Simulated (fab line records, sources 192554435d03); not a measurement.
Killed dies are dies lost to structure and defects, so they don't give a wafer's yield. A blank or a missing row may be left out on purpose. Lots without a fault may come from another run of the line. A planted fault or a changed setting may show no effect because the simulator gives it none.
Which tool did it? | flow n5_finfet | 10 lots, 30 wafers sampled, at 3 steps of a route of 1938

WHAT THE GAUGES READ, wafer by wafer
N5_PASSIVATION_OVL_MEAS_66. Usual: PASS_OPEN_OVL 1 nm, standard deviation 5.3.
lot  | measured     | on         | PASS_OPEN_OVL (nm) | flag
L161 | day 12 17:13 | overlay-01 | 0 2 2              |
L159 | day 12 22:44 | overlay-02 | 0 7 2              |
L162 | day 13 03:39 | overlay-01 | 2 3 1              |
L165 | day 14 11:23 | overlay-01 | 12 10 11           |
L166 | day 14 07:41 | overlay-02 | -2 4 -1            |
L168 | day 14 16:32 | overlay-02 | -11 -12 -9         |
L173 | day 16 03:52 | overlay-01 | -4 1 0             |
L177 | day 16 20:40 | overlay-01 | -1 6 1             |
L179 | day 17 22:28 | overlay-01 | 3 -1 0             |
L182 | day 18 14:32 | overlay-02 | -6 -8 -5           |

WHICH TOOL RAN EACH LOT (tool, then ch and the chambers of the sampled wafers, then the start)
lot  | N5_BEOL_M7_ETCH_41                 | N5_PASSIVATION_DESCUM_32
L161 | rie_diel-03 ch 0,2, day 9 16:15    | rie_diel-01 ch 0,1, day 12 15:25
L159 | rie_diel-06 ch 0,2, day 9 16:25    | rie_diel-02 ch 1,2,3, day 12 21:03
L162 | rie_diel-03 ch 0,1, day 9 23:53    | rie_diel-04 ch 1,2, day 13 01:58
L165 | rie_diel-05 ch 0,1,2, day 11 05:43 | rie_diel-02 ch 0,3, day 14 09:35
L166 | rie_diel-03 ch 0,1,3, day 11 09:12 | rie_diel-01 ch 2,3, day 14 05:50
L168 | rie_diel-05 ch 0,2, day 11 14:57   | rie_diel-02 ch 0,1,3, day 14 14:50
L173 | rie_diel-05 ch 0,1,3, day 12 20:05 | rie_diel-02 ch 0,2,3, day 16 02:04
L177 | rie_diel-05 ch 0,1,3, day 13 17:16 | rie_diel-04 ch 1,2,3, day 16 18:42
L179 | rie_diel-05 ch 0,3, day 14 20:35   | rie_diel-01 ch 1,2, day 17 20:31
L182 | rie_diel-05 ch 0,1,2, day 15 04:52 | rie_diel-02 ch 0,1, day 18 12:51
- N5_BEOL_M7_ETCH_41: etches SiCN in CH3F/O2, target depth 31.9 nm, time 57.8 s.
- N5_PASSIVATION_DESCUM_32: chemistry O2, time 7.9 s.

WHAT THE TOOLS THEMSELVES READ (means of the sampled wafers that have a number; where no wafer has one, the mark that the record gives instead)
N5_BEOL_M7_ETCH_41. Usual: drypump_motor_current_A 5.40 A, standard deviation 0.29; oes_product_au 0.80 a.u., standard deviation 0.1; rf_fwd_power_W 391.4 W, standard deviation 1.6; rf_vpp_V 297.6 V, standard deviation 1.2; showerhead_plenum_p_Torr 2.02 Torr, standard deviation 0.054; throttle_valve_pct 16.26 %, standard deviation 0.2.
lot  | tool        | drypump_motor_current_A (A) | oes_product_au (a.u.) | rf_fwd_power_W (W) | rf_vpp_V (V) | showerhead_plenum_p_Torr (Torr) | throttle_valve_pct (%) | flag
L161 | rie_diel-03 | 5.46                        | 0.69                  | 392.3              | 296.1        | 1.97                            | 16.39                  |
L159 | rie_diel-06 | 5.36                        | 0.74                  | 390.7              | 298.4        | 2.05                            | 16.40                  |
L162 | rie_diel-03 | 5.71                        | 0.74                  | 392.8              | 297.7        | 2.03                            | 16.20                  |
L165 | rie_diel-05 | 5.41                        | 0.93                  | 391.9              | 297.6        | 2.02                            | 16.06                  |
L166 | rie_diel-03 | 5.44                        | 0.82                  | 392.2              | 297.7        | 2.05                            | 16.22                  |
L168 | rie_diel-05 | 5.23                        | 0.93                  | 391.4              | 297.8        | 2.04                            | 16.18                  |
L173 | rie_diel-05 | 5.25                        | 0.84                  | 391.4              | 298.2        | 1.99                            | 16.18                  |
L177 | rie_diel-05 | 5.25                        | 0.83                  | 391.1              | 297.5        | 1.99                            | 16.20                  |
L179 | rie_diel-05 | 5.22                        | 0.77                  | 392.9              | 296.8        | 2.00                            | 16.38                  |
L182 | rie_diel-05 | 5.38                        | 0.88                  | 391.8              | 297.2        | 2.00                            | 16.11                  |

N5_PASSIVATION_DESCUM_32. Usual: drypump_motor_current_A 5.8 A, standard deviation 0.56; oes_product_au 0.78 a.u., standard deviation 0.09; rf_fwd_power_W 49.72 W, standard deviation 0.16; rf_vpp_V 243.1 V, standard deviation 1.2; showerhead_plenum_p_Torr 2.09 Torr, standard deviation 0.065; throttle_valve_pct 20.54 %, standard deviation 0.22.
lot  | tool        | drypump_motor_current_A (A) | oes_product_au (a.u.) | rf_fwd_power_W (W) | rf_vpp_V (V) | showerhead_plenum_p_Torr (Torr) | throttle_valve_pct (%) | flag
L161 | rie_diel-01 | 5.3                         | 0.81                  | 49.65              | 244.0        | 2.13                            | 20.46                  |
L159 | rie_diel-02 | 5.8                         | 0.71                  | 49.66              | 242.8        | 2.09                            | 20.66                  |
L162 | rie_diel-04 | 6.1                         | 0.88                  | 49.70              | 241.2        | 2.04                            | 20.30                  |
L165 | rie_diel-02 | 5.2                         | 0.75                  | 49.89              | 243.6        | 2.08                            | 20.70                  |
L166 | rie_diel-01 | 5.9                         | 0.77                  | 49.64              | 242.4        | 2.07                            | 20.18                  |
L168 | rie_diel-02 | 5.7                         | 0.76                  | 49.69              | 243.4        | 2.08                            | 20.67                  |
L173 | rie_diel-02 | 5.5                         | 0.75                  | 49.76              | 243.9        | 2.11                            | 20.63                  |
L177 | rie_diel-04 | 5.8                         | 0.79                  | 49.82              | 241.6        | 2.02                            | 20.53                  |
L179 | rie_diel-01 | 5.2                         | 0.73                  | 49.75              | 242.1        | 2.05                            | 20.55                  |
L182 | rie_diel-02 | 6.3                         | 0.71                  | 49.86              | 243.6        | 2.08                            | 20.71                  |

THE ANSWER, worked out from the rows above alone
Rule: a lot is off if the mean of its wafers that have a number lies more than 3 standard deviations from the usual mean. A lot without any number at a reading at which 4 lots or more have one is off too. The other lots that the step has rows for count as sound. The gauges are gone through in route order, then the tools' own readings, and for those a lot's mean is taken as printed above. The first step at which some lot is off is used, and at that step the reading that is off furthest; a lot without a number counts as furthest.
No lot is off at any reading shown: from this, nothing can be told.

WHAT THE SIMULATOR HAD PUT IN
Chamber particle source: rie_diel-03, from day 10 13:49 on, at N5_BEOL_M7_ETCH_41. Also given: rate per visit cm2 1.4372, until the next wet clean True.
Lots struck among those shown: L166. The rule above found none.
